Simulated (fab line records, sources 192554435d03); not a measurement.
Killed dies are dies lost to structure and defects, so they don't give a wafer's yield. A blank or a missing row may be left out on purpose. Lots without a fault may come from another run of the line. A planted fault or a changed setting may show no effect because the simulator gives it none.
fab line records | flow n5_finfet
record lots=4 wafers=10 last_day=18
route steps=1938 shown FIN_CUT@157 STI_FIN_REVEAL@183 BEOL_M4@1111 PASSIVATION@1936
lots that met no fault: from a run of the same line without faults
start_h: hours from the record's first day to the start of the lot's first wafer shown | wait_h: hours since the lot's step before | " the same as in the row above | L1.1+2: a row that stands for several wafers | - no value, or no start given | * or withheld: withheld | < > ~ a bound
route shown NAME@n: a module of which the file shows steps, and the number in the route of the first | usual: mean/standard deviation of fault-free wafers | same: alike in all rows | chamber/n: place in a boat | sites: the reading at each site | _std_site: their standard deviation | _edge_site: outer sites' mean less inner sites' | radius_mm: how far each site lies from the wafer's centre | mask NAME#n: copy n | behind: the tool/chamber that last shaped the wafer | hold: why the lot was held/for how many hours/how that ended | device: the transistor (n, p or np) that didn't switch | end of line: the same wafers' tests at the end of the route | a step without rows: its recipe alone | killed: dies lost to structure and defects at the first sort, not the wafer's yield | map: a wafer's dies, x killed, . not, _ none there
set.NAME: the setting as run; set.NAME@STEP: as run at that earlier step | model.NAME: the simulator's own value behind a step, which no gauge read
lots at some steps of the route; a table a step, a row a wafer
services: from which hour (start_h, from the record's first day; less than 0 if before it) a tool's chamber was out of use, for how many hours, and why
## steps
# step N5_FIN_CUT_COAT_02
# recipe resist=CAR-EUV spin_rpm=1500 resist_thk_nm=30
# step N5_FIN_CUT_EBR_04
# recipe solvent=PGMEA ebr_width_mm=1.5
# step N5_FIN_CUT_SOFTBAKE_03
# recipe temp_c=110 time_s=60 resist=CAR-EUV
# step N5_FIN_CUT_EXPOSE_05
# recipe mask_id=FIN_CUT na=0.33 source_shape=annular sigma_inner=0.35 sigma_outer=0.8 polarization=unpolarized dose_mj=45.75
# step N5_FIN_CUT_PEB_06
# recipe peb_temp_c=100 peb_time_s=60 resist=CAR-EUV
# step N5_FIN_CUT_DEVELOP_07
# recipe develop_time_s=30 developer=TMAH resist=CAR-EUV rinse_liquid=surfactant_rinse dry=air_spin dev_temp_c=23
# step N5_FIN_CUT_DESCUM_13
# recipe chemistry=O2 time_s=7 source_power_w=50 bias_power_w=20 pressure_mtorr=20 rf_frequency_hz=2.712e+07 temp_c=40 resist=CAR-EUV o2_flow_sccm=225
# step N5_FIN_CUT_ETCH_30
# recipe chemistry=N2/H2 target=underlayer target_depth_a=130 mask_material=CAR-EUV time_s=10.4 ion_energy_ev=200 pressure_mtorr=30 source_w=840 bias_w=150 n2_flow_sccm=200 h2_flow_sccm=200 ends=cleared
# step N5_FIN_CUT_ETCH_20
# recipe chemistry=CF4 target=SiARC target_depth_a=260 mask_material=CAR-EUV time_s=43.3 ion_energy_ev=80 pressure_mtorr=40 source_w=545 bias_w=36 Ar_flow_sccm=100 cf4_flow_sccm=100 ends=cleared
# step N5_FIN_CUT_ETCH_21
# recipe chemistry=N2/H2 target=SOC target_depth_a=2190 overetch_a=438 mask_material=SiARC temp_c=40 ion_energy_ev=100 bias_w=61 time_s=523.5 pressure_mtorr=30 source_w=850 n2_flow_sccm=200 h2_flow_sccm=200
# usual bias_w=61.02/0.18 drypump_motor_current_A=5.7/0.58 oes_product_au=0.71/0.07 rf_vpp_V=241.0/1.3 showerhead_plenum_p_Torr=2.56/0.076 throttle_valve_pct=17.80/0.18
# columns lot.wafer tool chamber start_h wait_h bias_w drypump_motor_current_A oes_product_au rf_hours_counter_h rf_vpp_V showerhead_plenum_p_Torr throttle_valve_pct model.etch.depth_nm model.SiARC_of_FIN_CUT_COAT_19.thk_nm model.FIN_CUT.cd_offset_nm
L552.2 rie_diel-01 3 32.66 0.0 61.32 5.9 0.71 147 238.8 2.46 17.96 229.9 12 0
L552.4 " 0 " " 60.91 5.2 0.73 108 241.8 2.56 17.98 230.5 11.4 -0.4
L552.6 " 0 " " 60.75 5.2 0.73 - 242.6 2.56 17.99 230.5 11.4 -0.4
L553.1 rie_diel-03 2 39.12 0.0 61.15 6.6 0.65 195 239.4 2.52 17.84 231.6 12 0.6
L553.3 " 1 " " 61.11 5.7 0.64 239 242.2 2.62 17.97 231.7 12.4 0.4
L553.4 " 0 " " 60.83 6.5 0.64 206 242.1 2.64 17.84 231.3 12 0.6
L567.2 rie_diel-01 1 125.32 0.0 61.11 4.8 0.65 180 242.7 2.64 17.77 220.4 13.2 -0.6
L567.4 " 2 " " 60.88 6.0 0.75 71 242.0 2.56 17.74 230.5 11.6 0.8
L573.2 rie_diel-01 2 159.18 0.0 61.01 6.0 0.73 82 241.5 2.56 17.76 228 13 -0.6
L573.5 " 2 " " 61.04 6.0 0.74 - 242.6 2.56 17.75 231 11.6 0.4
# step N5_FIN_CUT_STRIP_23
# recipe chemistry=N2/H2 temp_c=40 n2_flow_sccm=200 h2_flow_sccm=200 rf_frequency_hz=6e+07
# step N5_FIN_CUT_STRIP_31
# recipe chemistry=N2/H2 temp_c=40 n2_flow_sccm=200 h2_flow_sccm=200 rf_frequency_hz=6e+07
# step N5_FIN_CUT_STRIP_24
# recipe chemistry=CF4 resist=SiARC power_w=300 bias_power_w=75 pressure_mtorr=50 cf4_flow_sccm=150 rf_frequency_hz=6e+07
# step N5_FIN_CUT_CUT_ETCH_26
# recipe chemistry=CH3F/O2 target=SiNx target_depth_a=390 mask_material=SOC time_s=55.7 pressure_mtorr=30 source_w=395 bias_w=73 Ar_flow_sccm=150 CH3F_flow_sccm=30 O2_flow_sccm=20 ion_energy_ev=120
# step N5_FIN_CUT_CUT_ETCH_27
# recipe chemistry=CHF3/O2 target=SiO2 target_depth_a=40 mask_material=SOC overetch_a=20 time_s=4.9 pressure_mtorr=30 source_w=650 bias_w=170 Ar_flow_sccm=200 CHF3_flow_sccm=50 O2_flow_sccm=5 ion_energy_ev=200
# step N5_FIN_CUT_PRECLEAN_35
# recipe time_s=13.3 temp_c=45 pressure_torr=125 p_hf_torr=3 p_coreactant_torr=25 chemistry=vHF
# step N5_FIN_CUT_CUT_ETCH_15
# recipe chemistry=HBr/Cl2/O2 target=Si target_depth_a=1000 bt_time_s=10 mask_material=SOC time_s=42.4 ion_energy_ev=* bias_w=* pressure_mtorr=10 icp_w=800 HBr_flow_sccm=150 Cl2_flow_sccm=80 O2_flow_sccm=12
# step N5_FIN_CUT_CUT_ETCH_28
# recipe chemistry=HBr/Cl2/O2 target=Si target_depth_a=60 mask_material=SOC time_s=2.4 ion_energy_ev=* bias_w=* pressure_mtorr=10 icp_w=800 HBr_flow_sccm=150 Cl2_flow_sccm=80 O2_flow_sccm=12
# usual bias_w=* drypump_motor_current_A=5.4/0.56 oes_product_au=0.992/0.014 throttle_valve_pct=37.05/0.26
# columns lot.wafer tool chamber start_h wait_h bias_w drypump_motor_current_A oes_product_au rf_hours_counter_h throttle_valve_pct model.FIN_CUT.cd_offset_nm
L552.2 rie_si-05 3 33.25 0.0 * 4.8 0.980 144 37.36 0.2
L552.4 " 1 " " * 5.8 1.001 55 36.80 -0.2
L552.6 " 2 " " * 5.2 0.992 - 37.21 -0.2
L553.1 rie_si-03 3 39.74 0.0 * 6.6 0.993 95 36.92 0.4
L553.3 " 1 " " * 5.7 0.974 86 37.39 0.2
L553.4 " 2 " " * 6.2 0.997 37 37.38 0.4
L567.2 rie_si-05 2 125.91 0.0 * 5.2 0.988 66 37.20 -0.4
L567.4 " 3 " " * 4.9 0.983 146 37.36 0.4
L573.2 rie_si-05 1 159.78 0.0 * 5.8 1.009 58 36.81 -0.8
L573.5 " 3 " " * 4.8 0.969 - 37.37 0.2
# step N5_FIN_CUT_STRIP_22
# recipe chemistry=N2/H2 power_w=500 temp_c=40 pressure_mtorr=50 rf_frequency_hz=6e+07 overash_fraction=0.3 bias_power_w=8 h2_frac=0.5 n2_flow_sccm=300 h2_flow_sccm=300
# step N5_FIN_CUT_PRECLEAN_36
# recipe chemistry=O3/DIW time_s=60 temp_c=22 o3_ppm=10
# step N5_FIN_CUT_SRD_32
# recipe dry=ipa_marangoni time_s=30 temp_c=23 rinse_liquid=diw
# step N5_FIN_CUT_UV_OZONE_34
# recipe time_s=120 pressure_torr=760 temp_c=25
# step N5_STI_FIN_REVEAL_ALD_00
# recipe material=SiO2 target_thk_a=10 temp_c=300 ald_precursor_family=BDEAS ald_co_reactant=O2-plasma pulse_time_s=1 pressure_torr=2
# step N5_STI_FIN_REVEAL_ALD_14
# recipe material=Si3N4 target_thk_a=30 temp_c=400 ald_precursor_family=SiH2I2 ald_co_reactant=N2/H2-plasma pressure_torr=2
# step N5_STI_FIN_REVEAL_FCVD_FILL_01
# recipe material=SiO2_flowable target_thk_a=3120 temp_c=100 pressure_torr=0.8 rf_w=2000 time_s=512.2
# step N5_STI_FIN_REVEAL_DENSIFY_02
# recipe temp_c=650 ambient=steam time_s=1800 idle_temp_c=400 densification_p_h2o_torr=640
# step N5_STI_FIN_REVEAL_CMP_04
# recipe stop_on=Si3N4 t_overpolish_s=4 down_force_psi=2 platen_rpm=54.18 post_cmp_clean=alkaline_brush pad_velocity_m_s=1.078 target_thk_nm=131.83
# step N5_STI_FIN_REVEAL_DENSIFY_30
# recipe temp_c=* time_s=* ambient=N2 idle_temp_c=600 ramp_up_c_per_s=150 ramp_down_c_per_s=60 cool_to_c=600
# step N5_STI_FIN_REVEAL_ETCHBACK_08
# recipe chemistry=C4F6/O2 target=SiO2 target_depth_a=305 time_s=10.167 ion_energy_ev=250 pressure_mtorr=30 source_w=345 bias_w=185 Ar_flow_sccm=300 C4F6_flow_sccm=10 O2_flow_sccm=10
# step N5_STI_FIN_REVEAL_STRIP_24
# recipe chemistry=N2/H2 time_s=90 power_w=100 temp_c=40 pressure_mtorr=100 rf_frequency_hz=6e+07 bias_power_w=3 n2_flow_sccm=300 h2_flow_sccm=300
# step N5_STI_FIN_REVEAL_PRECLEAN_25
# recipe chemistry=SPM time_s=90 temp_c=120 mix=4:1
# step N5_STI_FIN_REVEAL_PRECLEAN_26
# recipe chemistry=SC1 time_s=45 temp_c=46 mix=1:2:100
# step N5_STI_FIN_REVEAL_PRECLEAN_29
# recipe chemistry=DHF time_s=30 temp_c=25 dilution=300:1
# step N5_STI_FIN_REVEAL_SRD_12
# recipe time_s=30 temp_c=23 rinse_liquid=diw dry=ipa_marangoni
# step N5_STI_FIN_REVEAL_RECESS_09
# recipe chemistry=HF/NH3 target=SiO2 afs_cycles=11 target_depth_a=425 temp_c=30 sublimation_temp_c=180 sublimation_time_s=60
# step N5_STI_FIN_REVEAL_STRIP_16
# recipe chemistry=H3PO4 material=SiNx temp_c=165 target_depth_a=238 overetch_fraction=0.4964 dry=ipa_marangoni
# step N5_STI_FIN_REVEAL_PRECLEAN_17
# recipe chemistry=NF3:NH3 afs_cycles=1 temp_c=30 time_s=20 sublimation_temp_c=180 sublimation_time_s=60 pressure_torr=3 rf_power_w=30
# step N5_BEOL_M4_RC_MEAS_101
# usual DIBL_N=36.2/1.6 DIBL_P=36.5/1.9 IOFF_N=0.158/0.027 IOFF_P=0.21/0.038 ION_N=675/12 ION_P=464/8.9 SS_N=71.5/0.61 SS_P=73.4/0.59 VT_N=250.4/3 VT_P=-250/3.6
# columns lot.wafer tool chamber start_h wait_h DIBL_N[mV/V] DIBL_P[mV/V] IOFF_N[nA/um] IOFF_P[nA/um] ION_N[uA/um] ION_P[uA/um] SS_N[mV/dec] SS_P[mV/dec] VT_N[mV] VT_P[mV]
L552.2 prober-01 0 164.55 0.2 37.2 37.7 0.177 0.24 689 471 72.6 73.8 247.7 -247
L552.4 " 0 " " 36.0 36.2 0.144 0.21 675 467 70.5 73.4 252.2 -250
L552.6 " 0 " " 37.2 38.0 0.173 0.25 684 471 72.0 73.7 250.8 -247
L553.1 prober-01 0 170.19 0.0 34.6 34.5 0.125 0.17 661 456 70.9 73.1 255.4 -257
L553.3 " 0 " " 33.8 33.2 0.115 0.16 659 455 71.0 73.3 254.6 -254
L553.4 " 0 " " 35.7 35.9 0.150 0.20 672 460 71.4 73.8 250.0 -252
L567.4 prober-02 0 277.28 0.5 36.5 35.6 0.151 0.18 675 457 71.9 73.7 249.8 -253
L573.2 prober-02 0 320.73 0.2 32.1 32.0 0.105 0.19 649 463 69.8 72.3 255.3 -249
L573.5 " 0 " " 32.9 33.3 0.116 0.19 666 469 71.3 73.1 252.7 -251
# step N5_PASSIVATION_PROBE_49
# usual defect_limited_yield=91.3/1.7 killed_at_M0_to_M3=33/11 killed_at_M4_up=14/5.5 killed_at_contacts=13/6.5 killed_at_front_end=39/13 killed_at_other=3.4/2.9 killed_dies=103/20 killed_on_rim=14/4.3 killed_open=69/15 killed_short=32/8.1 sort_bin_5_function=5.1/1.1 sort_bin_6_memory=3.3/0.74 sort_n_pass=1077/20 sort_yield_pct=91.3/1.7
# same gross_dies=1180 killed_at_back_side=0 sort_bin_4_leakage[%]=0 sort_bin_8_speed[%]=0
# columns lot.wafer tool chamber start_h wait_h defect_limited_yield[%] killed_at_M0_to_M3 killed_at_M4_up killed_at_contacts killed_at_front_end killed_at_other killed_dies killed_on_rim killed_open killed_short sort_bin_5_function[%] sort_bin_6_memory[%] sort_n_pass sort_yield_pct[%]
L553.1 prober-02 - 282.07 0.0 92.7 30 15 10 30 1 86 15 55 31 4.4 2.5 1094 92.7
L553.3 prober-02 - 282.17 0.1 91.7 36 7 18 36 1 98 15 60 35 4.4 3.4 1082 91.7
L553.4 prober-02 - 282.22 0.2 94.2 13 7 18 29 1 68 7 52 16 3.1 2.5 1112 94.2
L552.2 prober-02 - 287.13 0.1 88.4 41 19 36 41 0 137 16 86 51 7.2 3.8 1043 88.4
L552.4 prober-02 - 287.23 0.2 91.6 37 10 23 26 3 99 12 64 34 5.5 2.7 1081 91.6
L552.6 prober-02 - 287.33 0.3 89.5 36 19 16 47 6 124 17 89 35 5.7 4.7 1056 89.5
L567.2 prober-01 - 391.85 0.1 15.4 48 13 13 924 0 998 92 68 39 81.1 3.3 182 15.4
L567.4 prober-01 - 391.95 0.2 91.4 31 20 18 30 3 102 12 67 34 4.5 3.6 1078 91.4
L573.2 prober-02 - 438.34 0.1 57.8 39 10 7 440 2 498 73 59 19 39.7 2.3 682 57.8
L573.5 prober-02 - 438.49 0.2 91.5 43 9 13 34 1 100 13 68 28 5.0 3.3 1080 91.5
# killed by level:class
L553.1 BEOL_M2:geometric_particle:open=9 FIN_SAQP:geometric_particle:short=7 MOL_CONTACT_COAG:geometric_particle:open=7 BEOL_M0_SAQP:geometric_particle:open=7 STI_FIN_REVEAL:geometric_particle:open=5 BEOL_M0_SAQP:geometric_particle:short=5 FIN_SAQP:geometric_particle:open=4 BEOL_M4:geometric_particle:open=4
L553.3 MOL_CONTACT_COAG:geometric_particle:open=12 BEOL_M0_SAQP:geometric_particle:open=11 FIN_SAQP:geometric_particle:short=8 STI_FIN_REVEAL:geometric_particle:open=7 BEOL_M0_SAQP:geometric_particle:short=7 BEOL_M2:geometric_particle:open=7 MOL_CONTACT_COAG:geometric_particle:short=6 STARTING-WAFER:geometric_particle:short=6
L553.4 MOL_CONTACT_COAG:geometric_particle:open=15 STI_FIN_REVEAL:geometric_particle:open=11 FIN_SAQP:geometric_particle:open=3 GATE_CUT:geometric_particle:short=3 MOL_CONTACT_COAG:geometric_particle:short=3 BEOL_M0_SAQP:geometric_particle:open=3 BEOL_M2:geometric_particle:short=3 BEOL_M2:geometric_particle:open=3
L552.2 MOL_CONTACT_COAG:geometric_particle:open=30 BEOL_M0_SAQP:geometric_particle:short=17 BEOL_M4:geometric_particle:open=10 BEOL_M0_SAQP:geometric_particle:open=10 FIN_SAQP:geometric_particle:open=6 FIN_SAQP:geometric_particle:short=6 MOL_CONTACT_COAG:geometric_particle:short=6 STARTING-WAFER:geometric_particle:open=6
L552.4 MOL_CONTACT_COAG:geometric_particle:open=18 BEOL_M1:geometric_particle:open=8 BEOL_M3:geometric_particle:open=7 DUMMY_GATE:geometric_particle:open=6 GATE_CUT:geometric_particle:short=6 BEOL_M4:geometric_particle:open=6 BEOL_M0_SAQP:geometric_particle:short=6 MOL_CONTACT_COAG:geometric_particle:short=5
L552.6 STI_FIN_REVEAL:geometric_particle:open=15 BEOL_M4:geometric_particle:open=15 MOL_CONTACT_COAG:geometric_particle:open=13 FIN_SAQP:geometric_particle:short=10 BEOL_M0_SAQP:geometric_particle:open=8 FIN_SAQP:geometric_particle:open=7 BEOL_M0_SAQP:geometric_particle:short=7 BEOL_M2:geometric_particle:open=6
L567.2 FIN_CUT:area_etch=891 BEOL_M0_SAQP:geometric_particle:open=16 BEOL_M0_SAQP:geometric_particle:short=11 MOL_CONTACT_COAG:geometric_particle:open=10 FIN_SAQP:geometric_particle:open=8 BEOL_M2:geometric_particle:open=8 FIN_SAQP:geometric_particle:short=7 BEOL_M1:geometric_particle:open=5
L567.4 MOL_CONTACT_COAG:geometric_particle:open=16 BEOL_M4:geometric_particle:open=10 GATE_CUT:geometric_particle:short=8 BEOL_M0_SAQP:geometric_particle:short=8 BEOL_M2:geometric_particle:open=8 FIN_SAQP:geometric_particle:open=7 BEOL_M0_SAQP:geometric_particle:open=6 STI_FIN_REVEAL:geometric_particle:open=3
L573.2 FIN_CUT:area_etch=418 FIN_SAQP:geometric_particle:open=9 BEOL_M3:geometric_particle:open=9 BEOL_M0_SAQP:geometric_particle:short=8 BEOL_M1:geometric_particle:open=7 MOL_CONTACT_COAG:geometric_particle:open=6 BEOL_M4:geometric_particle:open=6 STI_FIN_REVEAL:geometric_particle:open=4
L573.5 BEOL_M1:geometric_particle:open=19 FIN_SAQP:geometric_particle:open=10 MOL_CONTACT_COAG:geometric_particle:open=8 BEOL_M0_SAQP:geometric_particle:open=6 FIN_SAQP:geometric_particle:short=5 STI_FIN_REVEAL:geometric_particle:open=5 BEOL_M1:geometric_particle:short=5 BEOL_M3:geometric_particle:open=5
# map L567.2 (x killed, . not)
_________________x.x.xxxxxx.x________________
______________.xx.xxxxxxx..xx..x_____________
___________xxx..xxxxxxxxxxxx.xxxx.x__________
__________xxxxxxx.xxxxxxxxxxxx.x..x._________
________xxxxxxxxxxxxxxxxxxxxxxxxxxx.x._______
_______..xxxxx.xxxxx.xxxxxxxx.xxxxx.xxx______
______.xx.xx.xxxxxxxxxxxxxxxxxxxxxxxxxxx_____
_____x..xx.xxxxxxxxxxxxxxxxxxxxxxxxxxxxxx____
____xx.xxxxxxxxxxxxxxxxxxxxxxxxxxxxxxxxxxx___
___.xxx..xxx.xxxxxxxxxxxxxxxxxxxxxxxxxx.xxx__
___.xx.xx.xxxxxxxxxxxxxxxxxxxxxxxxxxxxxxxxx__
__x...xxxxxxxxxxxxxxxxxxxxxxxxxxxxxxxxxxxxxx_
__..xx.x.xxxxxxxxxxxxxxxxxxxxxxxxxx.xxxxxxxx_
_...xxx....xxxxxxxxxxxxxxxxxxxxxxxxxxxxxxxxx.
_xxx.xxxxx.xxxxxxxxxxxxxxxxxxxxxxxxxxxxxxxx..
_xxxxxx.xxxxxxxxxxxxxxxxxxxxxxxxxxxxxxxxxx..x
_xxxxxxxxx.xxxxxxxxxxxxxxxxxxxxxxxxxxx..xx.xx
_xxxxxxxxxxxxxxxxxxxxxxxxxxxxxxxxxxx.xxxxx.xx
_xxxxxxxx.xxx.xxxxxxxxxxxxxxxxxxxxxxx.xx.xxx.
_xxxxxxxxxxxxxxxxxxxxxxxxxxx.xxxxxxx.xx.xxxxx
_.xxxxxxxxxxxxxxxxxxxxxxxxxxxxxxxxx.xx.x.xxxx
__x.xxxxxxxxxxxxxxxxxxxxxxxxxxxxx.xxx.xxxxxx_
__.xxxxxx.xxxxxxxxxxxxxxxxxxxxxxxx.xx..xxxxx_
___.xx.xx.xxxx.xxxxxxxxxxxxxxxxxxx..xxxxxxx__
___xxxxxxxxxxxxx.xxxx.xxxxxxxxxxxxx.x.xxx..__
____.xxxx.xx.xxxxxx.x.xxxxxxxxxx.xxxx.xxx.___
_____xxxx.xxxxxxxxxxxxxxx..xxx.xxxxx.xxxx____
______xxxx.x..x...x.xxxxxxxxxxxxxxxxx..._____
_______.x.xx.x.xx..xxxxxxxx.xxxxxxxxx.x______
________xxxxx..xxxxxx.xxxxxxxxxx..x.xx_______
__________xxxx...x..xxxx.xxxx..x.x.._________
___________xx...x..xx.xxxxx.x.xxx..__________
______________..x.x..xxx...x...._____________
_________________...x......x.________________
# map L573.2 (x killed, . not)
_________________..........x.________________
______________..x...........x..._____________
___________.....x..................__________
__________............x....xx......._________
________........x.....x..x............_______
_______.....x.......x..xx............x.______
______xxx.xx.x......x..x......x........._____
_____..xxxx...x..........................____
____.x.xxxxx....xx......x....x.xx.........___
___.x.xxxx.......xx.x.......xx..x..........__
___.xxxxxxxxxx..x....x..........x....x...x.__
__xxxxxx.x...xx..x.......xx...............x._
__xxx..xxx...x...xxx.xxxx...........x....xx._
_..xx.x..x..x.....xx.x...xx........x.....x...
_xxxx.xx.xxxx.xx.x..xxxxx...x............xx.x
_...xxx.xx.x..x.....xx.xx...x......x.....x.xx
_xxxx...xx.....xx.x.xxxx..xxx..xxx..x...x.x.x
_.x..............x.xxxx.xx.x.....x...xx...x.x
_..............x....x...xx....xx..x..xx..xx.x
_.....x........x.....xxx.x.x.......xx..x.xxx.
_...x....x........xxx.xx...x..x.x..xxx.xxxx.x
__...............x..xx....xxx.xx.xxxxxxxx.xx_
__........x....x...x..x.xx.......x.xxx.xxxxx_
___...x.....x..xxx.xxx.x.x..xx.x.xxx..xxxxx__
___..x.x..xx..x.xx.xx..xx..x....x.xx..xxxxx__
____..xxxx.xxxxxxx.xxxx.xx.......x.xxxxxxx___
_____...xx.xxxxxxxxxxx.x...........xxx.xx____
______xxxx..x.xxxxxxxxxxxxxxx...x.xxxxxx_____
_______.xxxxxxxxxxxxxxxx...xx.xxx...xxx______
________xxxxxxxxxxxxxxxxxxxxxx.x.xxxxx_______
__________xxxxxxxxxxxx.xxxxxxxx..xxx_________
___________xxxxxxxxxxxxxxxxxxxxxx.x__________
______________xxxxxxxxxxxx.x.xxx_____________
_________________xxxxxxxxxxxx________________
## services
# columns tool chamber start_h hours kind
rie_diel-03 2 20.37 3.0 repair
rie_si-05 0 56.33 - clean
rie_si-05 0 56.33 20.3 scheduled_down
rie_si-05 0 56.33 20.3 vent_cycle
rie_diel-03 1 77.68 - clean
rie_diel-03 1 77.68 - consumable_replace:focus_ring
rie_diel-03 1 77.68 28.1 scheduled_down
rie_diel-03 1 77.68 28.1 vent_cycle
rie_diel-03 - 116.21 0.6 repair
rie_diel-03 - 123.78 2.8 pm
rie_si-05 - 143.10 2.8 pm
rie_si-03 1 144.77 7.9 repair
## key
first_sign step=N5_PASSIVATION_PROBE_49 reading=sort_bin_5_function direction=up sigmas=51 usual=5.1 struck=60.4
effect step=N5_PASSIVATION_PROBE_49 reading=killed_at_front_end direction=up sigmas=49 usual=39 struck=682
model_effect step=N5_FIN_CUT_ETCH_21 value=etch.depth_nm without=230.2 struck=224.2
model_effect step=N5_FIN_CUT_CUT_ETCH_28 value=FIN_CUT.cd_offset_nm without=0.4 struck=-0.6
more_kills_born_at N5_FIN_CUT_ETCH_21@rie_diel-01=1309
met_at N5_FIN_CUT_ETCH_21
struck_wafers L567.2,L573.2
later_rows_left_out L567.2
onset_between 32.66 125.32
fault kind=process_parameter_drift tool=rie_diel-01 chamber=- onset_h=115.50 steps=N5_FIN_CUT_ETCH_21 channel=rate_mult offset=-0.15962 shape=step end_h=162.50 scope=struck_wafers_only
# later_rows_left_out: the simulator's readings of these wafers behind a module that went badly wrong aren't trusted and aren't shown, but for the sort
